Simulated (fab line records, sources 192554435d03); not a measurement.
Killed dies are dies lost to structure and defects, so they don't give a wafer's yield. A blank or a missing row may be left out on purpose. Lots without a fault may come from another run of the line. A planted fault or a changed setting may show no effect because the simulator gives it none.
One fault seen from 2 desks | flow n5_finfet | each desk has only its own numbers; what lay behind them comes last

THE METROLOGY DESK
What the gauges read, lot by lot, whatever tool the lot ran on: means of the sampled wafers that have a number. A lot is out of limits, marked OUT, if its mean lies more than 4 standard deviations from the usual mean; the brackets give that distance. Of its 10 readings 7 are shown: those that lie furthest out on some lot.
Columns: A = DIBL_N at N5_BEOL_M4_RC_MEAS_101, usual 36.0 mV/V; B = IOFF_P at N5_BEOL_M4_RC_MEAS_101, usual 0.21 nA/um; C = ION_N at N5_BEOL_M4_RC_MEAS_101, usual 672 uA/um; D = ION_P at N5_BEOL_M4_RC_MEAS_101, usual 461 uA/um; E = SS_N at N5_BEOL_M4_RC_MEAS_101, usual 71.4 mV/dec; F = SS_P at N5_BEOL_M4_RC_MEAS_101, usual 73.2 mV/dec; G = VT_P at N5_BEOL_M4_RC_MEAS_101, usual -251 mV
lot  | first seen here | A    | B    | C   | D   | E    | F    | G
L288 | day 11 00:51    | 36.5 | 0.20 | 668 | 456 | 72.0 | 73.2 | -252
L293 | day 12 07:01    | 36.8 | 0.22 | 671 | 460 | 71.8 | 73.2 | -250
L294 | day 13 14:25    | 35.8 | 0.20 | 672 | 462 | 71.4 | 73.4 | -253
L296 | day 13 16:05    | 35.2 | 0.18 | 667 | 454 | 71.5 | 72.7 | -253
L301 | day 14 21:46    | 37.6 | 0.24 | 682 | 472 | 71.3 | 73.0 | -246
This desk's finding: nothing out of limits on any of the 5 lots.

THE TOOL OWNER'S DESK: pecvd-03
The tool's own readings at N5_BEOL_M0_SAQP_PECVD_96 (deposits a-Si from SiH4/He, target thk 45 nm, time 45.2 s): means of the sampled wafers that have a number, for each lot that ran on this tool. A lot is out of limits, marked OUT, if its mean lies more than 4 standard deviations from the usual mean; the brackets give that distance.
Columns: A = heater_power_w at N5_BEOL_M0_SAQP_PECVD_96, usual 697 W; B = run_length_s at N5_BEOL_M0_SAQP_PECVD_96, usual 81.3 s; C = showerhead_plenum_p_Torr at N5_BEOL_M0_SAQP_PECVD_96, usual 5.69 Torr; D = throttle_valve_pct at N5_BEOL_M0_SAQP_PECVD_96, usual 18.7 %
lot  | first seen here | A   | B    | C    | D
L288 | day 7 12:59     | 728 | 81.6 | 5.67 | 20.3
L293 | day 8 17:25     | 743 | 80.3 | 5.76 | 18.3
L294 | day 9 06:28     | 720 | 80.2 | 5.77 | 19.2
L296 | day 9 15:47     | 723 | 80.8 | 5.67 | 20.1
This desk's finding: nothing out of limits on any of the 4 lots.

PUT TOGETHER
The metrology desk saw nothing out of limits.
The tool owner's desk saw nothing out of limits.

WHAT THE SIMULATOR HAD PUT IN
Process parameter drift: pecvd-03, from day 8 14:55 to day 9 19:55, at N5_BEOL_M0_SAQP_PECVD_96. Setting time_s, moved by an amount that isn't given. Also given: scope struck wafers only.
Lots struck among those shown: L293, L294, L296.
